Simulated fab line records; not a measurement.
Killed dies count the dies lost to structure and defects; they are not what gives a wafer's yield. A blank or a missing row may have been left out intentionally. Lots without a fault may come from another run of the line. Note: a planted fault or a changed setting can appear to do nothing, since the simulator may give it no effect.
Matching of chambers    flow nand-harc    rie-diel-10 running NHARC_A_BONDPAD_STRIP_15: 4 sister chambers
The step strips in O2. 4 wafers are shown with their chamber, then 7 later ones without.

## WAFERS WITH THEIR CHAMBER
wafer   chamber  drypump-motor-current-A (A)
L971.6  3        6.2
L970.6  0        5.7
L974.2  2        5.9
L974.3  1        6.5

## WAFERS WITHOUT THEIR CHAMBER
wafer   drypump-motor-current-A (A)
L974.4  6.2
L985.2  5.8
L985.4  6.4
L985.5  5.8
L987.2  6.5
L987.4  5.8
L987.6  6.2

## EACH ONE'S CHAMBER
wafer   from the rows above      in truth
L974.4  3                        3
L985.2  can't be placed: 0 or 2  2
L985.4  can't be placed: 1 or 3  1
L985.5  can't be placed: 0 or 2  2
L987.2  1                        1
L987.4  can't be placed: 0 or 2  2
L987.6  3                        3
Placed correctly: 3 of 7. These rows do not allow placing 4 (true chamber among the candidates in 4). Wrongly placed: 0.
How it was worked out, from the rows above alone: a wafer's distance from a chamber is the root of the sum, over the readings, of the square of ((its reading less the chamber's mean) divided by the reading's scatter). The wafer belongs to the nearest chamber; if the next one is less than 2 further off, it can't be placed. A chamber's mean is the mean of its shown wafers. The scatter: root of mean squared gap, hidden wafer to nearest shown wafer, with one shown wafer a chamber.
